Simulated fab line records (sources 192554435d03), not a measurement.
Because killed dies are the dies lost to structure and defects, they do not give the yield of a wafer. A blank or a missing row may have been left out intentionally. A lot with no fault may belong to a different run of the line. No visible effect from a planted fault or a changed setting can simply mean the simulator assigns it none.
Matching of chambers | flow n5_finfet | 4 sister chambers for N5_BEOL_M12_CMP_49 on cmp-03
The step polishes, stops on SiOC, t overpolish 20.6 s, target thk 320 nm. 18 wafers are shown with their chamber, then 9 later ones without.

== WAFERS WITH THEIR CHAMBER ==
wafer  | chamber | motor_current_A (A) | barrier_field_endpoint_s (s) | slurry_filter_dp_kPa (kPa)
L074.2 | 0       | 7.1                 | 30.8                         | 13.64
L074.4 | 2       | 5.4                 | 31.1                         | 13.80
L074.6 | 0       | 7.0                 | 32.4                         | 13.64
L077.2 | 2       | 5.3                 | 30.1                         | 13.30
L077.4 | 3       | 5.5                 | 30.3                         | 13.53
L077.5 | 1       | 5.2                 | 29.5                         | 13.39
L078.1 | 3       | 5.3                 | 30.2                         | 13.37
L078.3 | 0       | 7.0                 | 31.4                         | 13.25
L078.4 | 1       | 5.1                 | 30.9                         | 13.74
L079.1 | 0       | 6.9                 | 32.5                         | 13.52
L079.3 | 1       | 5.1                 | 30.4                         | 13.53
L079.4 | 3       | 5.2                 | 30.6                         | 13.31
L083.4 | 3       | 5.5                 | 29.3                         | 13.46
L083.5 | 1       | 5.1                 | 30.3                         | 13.70
L083.6 | 2       | 5.6                 | 31.2                         | 13.67
L089.4 | 3       | 5.7                 | 30.0                         | 13.25
L089.5 | 0       | 7.1                 | 30.7                         | 13.56
L089.6 | 3       | 5.7                 | 29.3                         | 13.20

SIGNATURES (averages over the wafers above)
reading                  | chamber 0 | chamber 1 | chamber 2 | chamber 3 | scatter within a chamber
motor_current_A          | 7.020     | 5.125     | 5.433     | 5.483     | 0.144
barrier_field_endpoint_s | 31.560    | 30.275    | 30.800    | 29.950    | 0.662
slurry_filter_dp_kPa     | 13.5220   | 13.5900   | 13.5900   | 13.3533   | 0.168
Rule: a wafer's distance from a chamber is the root of the sum, over the readings, of the square of ((its reading less the chamber's mean) divided by the reading's scatter). If the next closest chamber is less than 2 further off than the closest, the wafer can't be placed; otherwise it belongs to the closest. How the scatter is found: for the shown wafers, subtract from each reading the mean of its chamber, square and add these, divide the total by (wafers less chambers), then take the root.

== WAFERS WITH NO CHAMBER GIVEN ==
wafer  | motor_current_A (A) | barrier_field_endpoint_s (s) | slurry_filter_dp_kPa (kPa)
L091.3 | 5.5                 | 31.4                         | 13.36
L091.5 | 6.5                 | 31.9                         | 13.67
L091.6 | 5.2                 | 30.2                         | 13.42
L095.1 | 5.5                 | 31.4                         | 13.57
L095.4 | 6.7                 | 31.6                         | 13.43
L095.5 | 6.8                 | 31.8                         | 13.34
L096.1 | 5.5                 | 30.1                         | 13.64
L096.2 | 5.2                 | 30.2                         | 13.41
L096.5 | 5.4                 | 30.7                         | 13.22

== CHAMBER TAKEN BY EACH ==
wafer  | from the rows above          | in truth
L091.3 | can't be placed: 2 or 3 or 1 | 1
L091.5 | 0                            | 0
L091.6 | can't be placed: 1 or 3 or 2 | 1
L095.1 | can't be placed: 2 or 3      | 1
L095.4 | 0                            | 0
L095.5 | 0                            | 0
L096.1 | can't be placed: 2 or 3 or 1 | 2
L096.2 | can't be placed: 1 or 3 or 2 | 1
L096.5 | can't be placed: 3 or 2 or 1 | 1
3 of 9 placed correctly. Cannot be placed on the basis of these rows: 6; the candidates contain the true chamber in 5. Placed wrongly: 0.
